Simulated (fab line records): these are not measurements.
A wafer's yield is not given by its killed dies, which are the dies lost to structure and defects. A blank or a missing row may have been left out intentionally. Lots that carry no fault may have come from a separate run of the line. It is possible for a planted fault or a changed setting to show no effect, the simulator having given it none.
fab line records    flow nand-harc
record: lots: 7  wafers: 21  last-day: 33
route steps=1302 shown A_CHANNEL_HOLE_D1@459
lots that met no fault: taken from a fault-free run of the same line
start-h: start of the lot's first displayed wafer, in hours after the record's first day    wait-h: hours elapsed since this lot's preceding step    " identical to the entry in the row above    L1.1+2: a row that stands for several wafers    - either no value or no given start    * or withheld: withheld    < > ~ a bound
route shown NAME@n: names a module that has steps shown in the file, with the first one's number in the route    usual: the fault-free wafers' mean and standard deviation    same: alike in all rows    chamber/n: place in a boat    sites: each site's reading    _std_site: their standard deviation    _edge_site: mean of outer sites minus mean of inner sites    radius-mm: how far each site lies from the wafer's centre    mask NAME#n: copy n    behind: the last tool/chamber to shape the wafer    hold: why the lot was held/for how many hours/how that ended    device: whichever transistor did not switch (one of n, p or np)    end of line: tests run on the same wafers once the route is complete    where a step has no rows: the recipe by itself    killed: the dies lost at the first sort to structure and to defects; this is not the yield of the wafer    map: a wafer's dies, x killed, . not, _ none there
set.NAME: the setting that was run; set.NAME@STEP: the one run at that earlier step    model.NAME: the simulator's own value behind a step, which no gauge read
lots at selected steps of the route; one table per step, one row per wafer
services: from which hour (start-h, from the record's first day; less than 0 if before it) a tool's chamber was out of use, for how many hours, and why
== steps ==
step: NHARC_A_CHANNEL_HOLE_D1_EXPOSE_07
recipe: na: 1.35  target-cd-nm: 100  sigma-outer: 0.3  dose-mj: 59.65  mask-id: HOLE_D1
step: NHARC_A_CHANNEL_HOLE_D1_PEB_08
recipe: peb-temp-c: 100  peb-time-s: 65
step: NHARC_A_CHANNEL_HOLE_D1_DEVELOP_09
recipe: develop-time-s: 35  dev-temp-c: 23
step: NHARC_A_CHANNEL_HOLE_D1_CD_MEAS_10
recipe: target-cd-nm: 100  landing-energy-ev: 500
usual: cd-nm: 100.3/0.78
lot.wafer  tool       chamber  start-h  wait-h  cd-nm
L260.1     cd-sem-02  0        277.18   -       99.9
L260.5     "          0        "        "       100.0
L260.6     "          0        "        "       100.8
L261.3     cd-sem-02  0        282.77   -       100.0
L261.4     "          0        "        "       99.6
L261.5     "          0        "        "       98.3
L262.1     cd-sem-02  0        290.39   -       100.5
L262.2     "          0        "        "       101.1
L262.6     "          0        "        "       100.6
L263.1     cd-sem-01  0        295.80   -       100.6
L263.2     "          0        "        "       101.3
L263.3     "          0        "        "       101.3
L264.2     cd-sem-02  0        302.82   -       98.7
L264.3     "          0        "        "       100.0
L264.4     "          0        "        "       99.6
L271.2     cd-sem-02  0        378.47   -       100.5
L271.3     "          0        "        "       100.7
L271.5     "          0        "        "       101.8
L273.2     cd-sem-02  0        407.26   -       100.7
L273.4     "          0        "        "       100.2
L273.5     "          0        "        "       100.8
step: NHARC_A_CHANNEL_HOLE_D1_OVL_MEAS_11
usual: overlay-x-nm: 0.1/0.77  overlay-y-nm: 0.0/1
lot.wafer  tool        chamber  start-h  wait-h  overlay-x-nm  overlay-y-nm
L260.1     overlay-01  -        277.27   -       -0.3          -1.5
L260.5     "           -        "        "       -0.3          -0.8
L260.6     "           -        "        "       -0.4          -0.8
L261.3     overlay-02  -        282.85   -       1.5           1.1
L261.4     "           -        "        "       1.1           0.7
L261.5     "           -        "        "       0.7           0.2
L262.1     overlay-01  -        290.48   -       0.0           0.4
L262.2     "           -        "        "       -0.2          0.2
L262.6     "           -        "        "       0.0           -0.1
L263.1     overlay-02  -        295.89   -       0.4           -0.4
L263.2     "           -        "        "       0.1           -0.3
L263.3     "           -        "        "       0.3           -0.4
L264.2     overlay-01  -        302.90   -       1.5           -0.6
L264.3     "           -        "        "       0.7           -0.8
L264.4     "           -        "        "       1.5           -0.6
L271.2     overlay-01  -        378.56   -       0.5           1.4
L271.3     "           -        "        "       0.2           1.0
L271.5     "           -        "        "       1.0           0.8
L273.2     overlay-02  -        407.34   -       0.2           -0.4
L273.4     "           -        "        "       0.6           -0.6
L273.5     "           -        "        "       0.4           -1.0
step: NHARC_A_CHANNEL_HOLE_D1_INSPECT_12
usual: raw-defect-count: 5.2/2.6
lot.wafer  tool               chamber  start-h  wait-h  raw-defect-count
L260.1     defect-inspect-01  -        277.31   0.0     2
L260.5     "                  -        "        "       4
L260.6     "                  -        "        "       6
L261.3     defect-inspect-01  -        282.89   0.0     4
L261.4     "                  -        "        "       2
L261.5     "                  -        "        "       4
L262.1     defect-inspect-02  -        290.52   0.0     3
L262.2     "                  -        "        "       1
L262.6     "                  -        "        "       6
L263.1     defect-inspect-01  -        295.93   0.0     7
L263.2     "                  -        "        "       4
L263.3     "                  -        "        "       7
L264.2     defect-inspect-01  -        302.94   0.0     1
L264.3     "                  -        "        "       8
L264.4     "                  -        "        "       0
L271.2     defect-inspect-02  -        378.59   0.0     1
L271.3     "                  -        "        "       3
L271.5     "                  -        "        "       3
L273.2     defect-inspect-01  -        407.38   0.0     7
L273.4     "                  -        "        "       5
L273.5     "                  -        "        "       4
step: NHARC_A_CHANNEL_HOLE_D1_DESCUM_15
recipe: time-s: 3  o2-flow-sccm: 200  ar-flow-sccm: 0  bias-power-w: 0  chemistry: O2
usual: drypump-motor-current-A: 5.8/0.42  oes-product-au: 1.001/0.012  rf-vpp-V: 57.5/0.95  showerhead-plenum-p-Torr: 1.87/0.096  throttle-valve-pct: 11.311/0.009
same: time-s: 3
lot.wafer  tool         chamber  start-h  wait-h  drypump-motor-current-A  oes-product-au  rf-hours-counter-h  rf-vpp-V  showerhead-plenum-p-Torr  throttle-valve-pct
L260.1     rie-diel-06  0        277.38   0.1     6.4                      0.998           11                  57.6      1.80                      11.322
L260.6     "            3        "        "       6.0                      0.997           -                   56.4      1.79                      11.312
L260.5     "            0        "        "       6.4                      0.988           -                   57.0      1.80                      11.318
L261.3     rie-diel-04  1        282.95   0.1     6.0                      0.996           23                  56.0      1.78                      11.304
L261.4     "            3        "        "       5.5                      0.968           26                  58.0      2.07                      11.326
L261.5     "            2        "        "       4.8                      1.018           -                   56.5      1.96                      11.308
L262.1     rie-diel-06  2        290.58   0.1     5.8                      1.004           16                  59.3      1.99                      11.310
L262.2     "            1        "        "       5.9                      0.990           15                  58.0      1.82                      11.318
L262.6     "            3        "        "       6.1                      1.005           -                   56.4      1.79                      11.311
L263.3     rie-diel-04  2        295.99   0.1     4.8                      1.005           29                  59.5      1.96                      11.310
L263.2     "            0        "        "       5.3                      0.985           22                  58.3      2.00                      11.322
L263.1     "            1        "        "       6.0                      0.997           27                  56.7      1.78                      11.298
L264.4     rie-diel-06  3        303.00   0.1     6.1                      1.003           15                  57.0      1.79                      11.325
L264.3     "            0        "        "       6.4                      0.988           14                  58.6      1.80                      11.318
L264.2     "            1        "        "       5.9                      0.989           16                  57.7      1.82                      11.326
L271.3     rie-diel-06  1        378.65   0.1     5.9                      0.993           5                   56.4      1.82                      11.312
L271.2     "            2        "        "       5.8                      1.001           5                   58.0      1.99                      11.309
L271.5     "            1        "        "       5.9                      1.003           -                   56.7      1.82                      11.309
L273.4     rie-diel-04  3        407.44   0.1     5.5                      1.001           10                  59.6      2.05                      11.305
L273.2     "            0        "        "       5.3                      0.992           9                   59.1      1.99                      11.312
L273.5     "            0        "        "       5.3                      0.994           -                   58.8      1.99                      11.331
step: NHARC_A_CHANNEL_HOLE_D1_ETCH_38
recipe: target-depth-a: 390  over-etch-frac: 0.3  time-s: 65  ion-energy-ev: 80  cf4-flow-sccm: 150  ar-flow-sccm: 0  rf-w: 300  bias-w: 100  chemistry: CF4
usual: bias-w: 99.89/0.28  cf4-flow-sccm: 150.0/0.44  drypump-motor-current-A: 5.9/0.42  oes-product-au: 1.001/0.01  rf-vpp-V: 150.7/1.4  showerhead-plenum-p-Torr: 1.73/0.083  throttle-valve-pct: 13.284/0.0091
same: time-s: 65
lot.wafer  tool         chamber  start-h  wait-h  bias-w  cf4-flow-sccm  drypump-motor-current-A  oes-product-au  rf-hours-counter-h  rf-vpp-V  showerhead-plenum-p-Torr  throttle-valve-pct
L260.1     rie-diel-06  1        277.47   0.1     100.13  150.7          5.9                      0.995           13                  150.1     1.69                      13.286
L260.6     "            3        "        "       99.98   149.0          6.1                      1.003           -                   149.6     1.66                      13.293
L260.5     "            0        "        "       99.71   149.4          6.4                      1.000           -                   149.7     1.67                      13.294
L261.4     rie-diel-04  3        283.03   0.1     99.64   150.2          5.5                      0.989           26                  152.1     1.90                      13.281
L261.3     "            0        "        "       99.92   150.3          5.3                      0.988           19                  150.6     1.85                      13.295
L261.5     "            3        "        "       99.11   150.2          5.5                      0.985           -                   153.0     1.90                      13.287
L262.1     rie-diel-06  3        290.67   0.1     99.54   150.1          6.0                      1.010           15                  150.8     1.66                      13.289
L262.2     "            0        "        "       100.00  150.2          6.4                      0.997           13                  150.7     1.67                      13.295
L262.6     "            2        "        "       100.43  149.2          5.8                      1.002           -                   152.1     1.84                      13.283
L263.2     rie-diel-04  0        296.08   0.1     99.68   149.5          5.3                      0.993           22                  152.8     1.84                      13.289
L263.3     "            1        "        "       99.98   149.4          6.0                      1.007           27                  149.1     1.65                      13.275
L263.1     "            2        "        "       100.10  150.3          4.8                      1.015           29                  150.8     1.80                      13.291
L264.2     rie-diel-06  1        303.09   0.1     99.75   149.8          5.9                      0.987           16                  148.6     1.69                      13.287
L264.4     "            2        "        "       99.49   150.0          5.8                      1.001           17                  151.7     1.84                      13.276
L264.3     "            3        "        "       100.07  150.2          6.1                      1.001           15                  151.1     1.66                      13.287
L271.2     rie-diel-06  3        378.74   0.1     99.55   150.0          6.1                      0.993           4                   151.4     1.66                      13.294
L271.3     "            0        "        "       100.04  150.2          6.4                      1.010           4                   150.1     1.67                      13.280
L271.5     "            3        "        "       99.74   150.1          6.0                      1.001           -                   149.4     1.66                      13.282
L273.2     rie-diel-04  2        407.52   0.1     99.93   150.0          4.8                      1.002           10                  150.1     1.80                      13.283
L273.4     "            0        "        "       100.09  150.5          5.3                      0.988           9                   152.1     1.84                      13.292
L273.5     "            2        "        "       100.08  149.4          4.8                      1.008           -                   152.1     1.80                      13.285
step: NHARC_A_CHANNEL_HOLE_D1_ETCH_39
recipe: target-depth-a: 2600  over-etch-frac: 0.3  time-s: 325  ion-energy-ev: 200  n2-flow-sccm: 150  h2-flow-sccm: 150  ar-flow-sccm: 0  rf-w: 400  bias-w: 150  chemistry: N2/H2
usual: bias-w: 150.0/0.39  chamber-pressure-mTorr: 30.00/0.03  drypump-motor-current-A: 5.8/0.42  oes-product-au: 1.000/0.012  rf-vpp-V: 429/3  showerhead-plenum-p-Torr: 2.00/0.11  throttle-valve-pct: 14.171/0.0088
same: time-s: 325
lot.wafer  tool         chamber  start-h  wait-h  bias-w  chamber-pressure-mTorr  drypump-motor-current-A  oes-product-au  rf-hours-counter-h  rf-vpp-V  showerhead-plenum-p-Torr  throttle-valve-pct
L260.1     rie-diel-06  3        -        -       150.2   29.99                   6.0                      0.991           13                  427       1.90                      14.160
L260.5     "            1        "        "       150.2   29.99                   5.9                      0.978           -                   428       1.94                      14.164
L260.6     "            2        "        "       148.8   29.98                   5.8                      1.010           -                   433       2.13                      14.180
L261.4     rie-diel-04  1        -        -       150.4   29.97                   6.0                      1.008           24                  426       1.89                      14.165
L261.3     "            2        "        "       149.6   30.00                   4.8                      1.017           26                  431       2.09                      14.167
L261.5     "            1        "        "       150.6   29.99                   6.0                      0.995           -                   426       1.89                      14.163
L262.2     rie-diel-06  3        -        -       150.2   29.98                   6.0                      1.009           15                  428       1.90                      14.193
L262.1     "            1        "        "       150.0   29.97                   5.9                      0.986           15                  427       1.94                      14.161
L262.6     "            2        "        "       149.9   29.95                   5.8                      1.012           -                   434       2.13                      14.177
L263.3     rie-diel-04  2        -        -       149.6   30.02                   4.8                      1.013           29                  432       2.08                      14.165
L263.1     "            3        "        "       149.4   29.99                   5.6                      0.979           28                  435       2.21                      14.156
L263.2     "            1        "        "       150.3   29.98                   6.0                      0.998           27                  427       1.89                      14.158
L264.4     rie-diel-06  0        -        -       150.2   29.98                   6.4                      1.000           14                  427       1.91                      14.168
L264.3     "            1        "        "       149.8   29.99                   5.9                      0.983           16                  428       1.94                      14.179
L264.2     "            2        "        "       150.1   30.06                   5.8                      1.009           17                  432       2.13                      14.181
L271.2     rie-diel-06  3        -        -       149.2   29.99                   6.0                      1.016           4                   426       1.90                      14.167
L271.3     "            0        "        "       149.9   30.01                   6.4                      1.018           5                   426       1.91                      14.170
L271.5     "            1        "        "       149.8   29.97                   5.9                      1.005           -                   427       1.93                      14.174
L273.2     rie-diel-04  3        -        -       149.4   30.00                   5.5                      1.002           10                  435       2.19                      14.179
L273.4     "            1        "        "       150.3   29.95                   6.0                      1.013           6                   425       1.88                      14.189
L273.5     "            3        "        "       150.7   30.00                   5.6                      0.997           -                   436       2.19                      14.167
step: NHARC_A_CHANNEL_HOLE_D1_ETCH_34
recipe: target-depth-a: 1540  time-s: 77  cf4-flow-sccm: 100  chf3-flow-sccm: 30  ar-flow-sccm: 0  rf-w: 500  bias-w: 200  chemistry: CF4/CHF3
usual: bias-w: 200.0/0.63  cf4-flow-sccm: 100.0/0.31  drypump-motor-current-A: 5.8/0.42  oes-product-au: 0.944/0.023  rf-vpp-V: 369.7/2.7  showerhead-plenum-p-Torr: 1.54/0.076  throttle-valve-pct: 16.803/0.0095
same: time-s: 77
lot.wafer  tool         chamber  start-h  wait-h  bias-w  cf4-flow-sccm  drypump-motor-current-A  oes-product-au  rf-hours-counter-h  rf-vpp-V  showerhead-plenum-p-Torr  throttle-valve-pct
L260.1     rie-diel-06  3        -        -       200.4   100.1          6.1                      0.928           13                  368.0     1.47                      16.795
L260.5     "            3        "        "       199.3   100.4          6.1                      0.926           -                   367.7     1.48                      16.802
L260.6     "            0        "        "       199.8   99.9           6.4                      0.918           -                   368.5     1.49                      16.819
L261.3     rie-diel-04  0        -        -       200.5   100.2          5.3                      0.965           19                  374.6     1.64                      16.823
L261.4     "            2        "        "       200.0   99.9           4.8                      0.961           26                  371.8     1.61                      16.772
L261.5     "            3        "        "       200.0   99.9           5.6                      0.956           -                   373.7     1.69                      16.806
L262.2     rie-diel-06  1        -        -       200.1   100.1          5.9                      0.956           15                  368.2     1.50                      16.797
L262.1     "            0        "        "       199.6   99.6           6.4                      0.957           13                  367.0     1.49                      16.812
L262.6     "            1        "        "       200.7   100.3          5.9                      0.962           -                   369.3     1.50                      16.816
L263.3     rie-diel-04  2        -        -       199.7   100.0          4.8                      0.966           29                  371.8     1.61                      16.805
L263.2     "            3        "        "       199.8   100.5          5.6                      0.951           28                  375.0     1.69                      16.810
L263.1     "            1        "        "       200.1   99.5           6.0                      0.978           27                  367.3     1.47                      16.795
L264.2     rie-diel-06  0        -        -       200.2   100.1          6.4                      0.921           14                  368.4     1.48                      16.822
L264.3     "            1        "        "       199.8   100.5          5.9                      0.915           16                  370.1     1.50                      16.805
L264.4     "            2        "        "       200.3   99.6           5.8                      0.935           17                  373.5     1.64                      16.800
L271.3     rie-diel-06  3        -        -       201.5   99.9           6.0                      0.944           4                   366.6     1.47                      16.808
L271.2     "            1        "        "       200.1   100.3          5.9                      0.930           5                   366.3     1.50                      16.793
L271.5     "            0        "        "       200.9   99.3           6.4                      0.939           -                   368.0     1.48                      16.795
L273.4     rie-diel-04  3        -        -       201.1   99.5           5.6                      0.954           10                  374.8     1.68                      16.807
L273.2     "            0        "        "       201.1   99.5           5.3                      0.944           9                   372.1     1.63                      16.809
L273.5     "            2        "        "       199.5   100.5          4.8                      0.975           -                   370.6     1.60                      16.800
step: NHARC_A_CHANNEL_HOLE_D1_ETCH_16
recipe: target-depth-a: 31000  over-etch-frac: 0.3  time-s: 806  ion-energy-ev: 150  o2-flow-sccm: 400  cos-flow-sccm: 20  ar-flow-sccm: 0  rf-w: 500  bias-w: 300  chemistry: O2/COS
usual: bias-w: 299.9/0.82  chamber-pressure-mTorr: 19.998/0.017  drypump-motor-current-A: 5.8/0.4  oes-product-au: 1.001/0.011  rf-vpp-V: 313.4/2.4  showerhead-plenum-p-Torr: 3.07/0.15  throttle-valve-pct: 28.331/0.009
same: time-s: 806
lot.wafer  tool         chamber  start-h  wait-h  bias-w  chamber-pressure-mTorr  drypump-motor-current-A  oes-product-au  rf-hours-counter-h  rf-vpp-V  showerhead-plenum-p-Torr  throttle-valve-pct
L260.1     rie-diel-06  2        -        -       299.8   19.987                  5.8                      1.010           14                  316.3     3.25                      28.324
L260.5     "            2        "        "       299.9   20.020                  5.8                      1.004           -                   316.7     3.25                      28.338
L260.6     "            3        "        "       299.4   20.008                  6.1                      1.008           -                   311.8     2.93                      28.340
L261.4     rie-diel-04  3        -        -       299.6   20.038                  5.6                      0.985           26                  316.3     3.36                      28.329
L261.3     "            0        "        "       298.4   19.997                  5.3                      0.990           19                  316.2     3.26                      28.328
L261.5     "            2        "        "       300.1   19.986                  4.8                      1.021           -                   314.8     3.19                      28.322
L262.2     rie-diel-06  1        -        -       300.0   19.998                  5.9                      0.978           15                  311.9     2.98                      28.334
L262.1     "            2        "        "       301.0   20.004                  5.9                      1.011           16                  314.8     3.25                      28.328
L262.6     "            1        "        "       300.8   20.036                  5.9                      0.990           -                   313.5     2.98                      28.349
L263.2     rie-diel-04  1        -        -       299.4   19.986                  6.0                      0.999           27                  311.6     2.91                      28.322
L263.1     "            3        "        "       299.0   19.998                  5.5                      0.982           28                  317.5     3.36                      28.327
L263.3     "            0        "        "       301.1   19.997                  5.3                      0.979           22                  315.5     3.26                      28.324
L264.3     rie-diel-06  3        -        -       299.4   19.991                  6.1                      1.015           16                  312.0     2.92                      28.331
L264.4     "            0        "        "       300.2   19.986                  6.4                      0.990           14                  312.5     2.94                      28.346
L264.2     "            1        "        "       299.5   20.001                  5.9                      0.992           16                  311.3     2.98                      28.322
L271.3     rie-diel-06  1        -        -       300.4   20.003                  5.9                      0.998           5                   312.9     2.97                      28.326
L271.2     "            2        "        "       300.2   20.001                  5.8                      1.013           5                   316.0     3.24                      28.320
L271.5     "            0        "        "       301.0   19.999                  6.5                      1.008           -                   311.3     2.94                      28.326
L273.2     rie-diel-04  3        -        -       300.0   20.002                  5.6                      0.996           10                  316.3     3.34                      28.317
L273.5     "            0        "        "       299.4   19.997                  5.3                      0.992           -                   317.5     3.24                      28.340
L273.4     "            3        "        "       299.9   19.997                  5.6                      1.002           -                   317.0     3.34                      28.323
step: NHARC_A_CHANNEL_HOLE_D1_CD_MEAS_18
usual: cd-nm: 97.3/2.7
lot.wafer  tool       chamber  start-h  wait-h  cd-nm
L260.1     cd-sem-02  -        278.48   -       94.9
L260.5     "          -        "        "       89.2
L260.6     "          -        "        "       97.2
L261.3     cd-sem-02  -        284.06   -       95.7
L261.4     "          -        "        "       95.7
L261.5     "          -        "        "       98.4
L262.1     cd-sem-01  -        291.69   -       92.8
L262.2     "          -        "        "       101.5
L262.6     "          -        "        "       100.1
L263.1     cd-sem-02  -        297.10   -       95.7
L263.2     "          -        "        "       101.0
L263.3     "          -        "        "       99.0
L264.2     cd-sem-02  -        304.10   -       98.5
L264.3     "          -        "        "       96.6
L264.4     "          -        "        "       100.8
L271.2     cd-sem-01  -        379.77   -       97.0
L271.3     "          -        "        "       97.4
L271.5     "          -        "        "       100.8
L273.2     cd-sem-02  -        408.66   -       95.2
L273.4     "          -        "        "       99.6
L273.5     "          -        "        "       94.2
step: NHARC_A_CHANNEL_HOLE_D1_ETCH_19
recipe: bias-v: 1200  source-w: 2500  pressure-mtorr: 15  time-s: 34.5  ar-flow-sccm: 375  c4f8-flow-sccm: 28.8  o2-flow-sccm: 96.2  temp-c: -20  target-depth-a: *  chemistry: C4F8/O2/Ar
usual: bias-v: 1200/12  c4f8-flow-sccm: 28.80/0.08  drypump-motor-current-A: 5.46/0.29  showerhead-plenum-p-Torr: 3.67/0.099  throttle-valve-pct: 37.038/0.0088  time-s: 34.5/0
lot.wafer  tool         chamber  start-h  wait-h  bias-v  c4f8-flow-sccm  drypump-motor-current-A  rf-hours-counter-h  showerhead-plenum-p-Torr  throttle-valve-pct  time-s
L260.1     har-etch-02  0        278.55   0.1     -       -               -                        -                   -                         -                   -
L260.5     "            0        "        "       -       -               -                        -                   -                         -                   -
L260.6     "            1        "        "       -       -               -                        -                   -                         -                   -
L261.3     har-etch-02  1        286.89   2.8     -       -               -                        -                   -                         -                   -
L261.4     "            0        "        "       -       -               -                        -                   -                         -                   -
L261.5     "            1        "        "       -       -               -                        -                   -                         -                   -
L262.1     har-etch-01  0        291.76   0.1     -       -               -                        -                   -                         -                   -
L262.2     "            1        "        "       -       -               -                        -                   -                         -                   -
L262.6     "            0        "        "       -       -               -                        -                   -                         -                   -
L263.2     har-etch-01  1        299.71   2.6     1212    28.84           5.80                     157                 3.57                      37.029              34.5
L263.1     "            0        "        "       1209    28.72           5.15                     157                 3.66                      37.036              34.5
L263.3     "            0        "        "       1202    28.81           5.13                     -                   3.66                      37.031              34.5
L264.2     har-etch-01  1        304.19   0.1     1217    28.69           5.80                     161                 3.57                      37.017              34.5
L264.3     "            0        "        "       1212    28.94           5.12                     -                   3.65                      37.053              34.5
L264.4     "            1        "        "       1200    28.72           5.81                     -                   3.57                      37.040              34.5
L271.2     har-etch-01  0        381.99   2.2     1193    28.84           5.13                     203                 3.63                      37.036              34.5
L271.3     "            0        "        "       1205    28.87           5.13                     -                   3.63                      37.034              34.5
L271.5     "            0        "        "       1188    28.88           5.12                     -                   3.63                      37.054              34.5
L273.2     har-etch-01  0        408.73   0.1     1193    28.73           5.11                     222                 3.62                      37.046              34.5
L273.4     "            0        "        "       1200    28.79           5.12                     -                   3.62                      37.031              34.5
L273.5     "            0        "        "       1207    28.74           5.13                     -                   3.62                      37.038              34.5
step: NHARC_A_CHANNEL_HOLE_D1_ETCH_20
recipe: bias-v: 3000  source-w: withheld  pressure-mtorr: 20  time-s: 361.9  ar-flow-sccm: 375  c4f8-flow-sccm: 89.3  o2-flow-sccm: 35.7  temp-c: -20  target-depth-a: 16000  chemistry: C4F8/O2/Ar
== services ==
tool         chamber  start-h  hours  kind
rie-diel-06  0        261.79   -      clean
rie-diel-06  1        261.79   -      clean
rie-diel-06  2        261.79   -      clean
rie-diel-06  3        261.79   -      clean
rie-diel-06  0        286.46   -      clean
rie-diel-06  1        286.46   -      clean
rie-diel-06  2        286.46   -      clean
rie-diel-06  3        286.46   -      clean
rie-diel-04  1        287.23   1.5    repair
rie-diel-04  -        295.55   0.4    repair
rie-diel-06  -        307.23   9.0    pm
rie-diel-06  0        307.23   9.0    vent-cycle
rie-diel-06  1        307.23   9.0    vent-cycle
rie-diel-06  2        307.23   9.0    vent-cycle
rie-diel-06  3        307.23   9.0    vent-cycle
rie-diel-06  0        316.23   -      clean
rie-diel-06  1        316.23   -      clean
rie-diel-06  2        316.23   -      clean
rie-diel-06  3        316.23   -      clean
rie-diel-06  0        340.73   -      clean
rie-diel-06  1        340.73   -      clean
rie-diel-04  -        355.05   9.0    pm
rie-diel-04  1        373.40   9.3    repair
har-etch-02  -        378.86   17.0   pm
== key ==
first-sign: step: NHARC_A_CHANNEL_HOLE_D1_ETCH_19  reading: tool-record  direction: missing
effect none on later readings
met-at NHARC_A_CHANNEL_HOLE_D1_ETCH_19
struck-wafers L260.1,L260.5,L260.6,L261.3,L261.4,L261.5,L262.1,L262.2,L262.6
later-rows-left-out L260.1,L260.5,L260.6,L261.3,L261.4,L261.5,L262.1,L262.2,L262.6
sort-left-out L260.1,L260.5,L260.6,L261.3,L261.4,L261.5,L262.1,L262.2,L262.6
tester-left-out L260,L261,L262
fault: kind: skipped-step-whole  tool: har-etch-01,har-etch-02  chamber: -  onset-h: 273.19  steps: NHARC_A_CHANNEL_HOLE_D1_ETCH_19  scope: struck-lots-only
tester-left-out: of these lots the tester's yield and bins aren't shown, on N5 and GAA mostly nor the transistor test; their killed dies are dies lost to structure and defects alone, not to doping, threshold or leakage, so they don't give the yield
sort-left-out: the simulated sort isn't trusted on such a fault, so these wafers' sort isn't shown, and their yield isn't known
later-rows-left-out: the simulator's readings of these wafers behind a module that went badly wrong aren't trusted and aren't shown, but for the sort
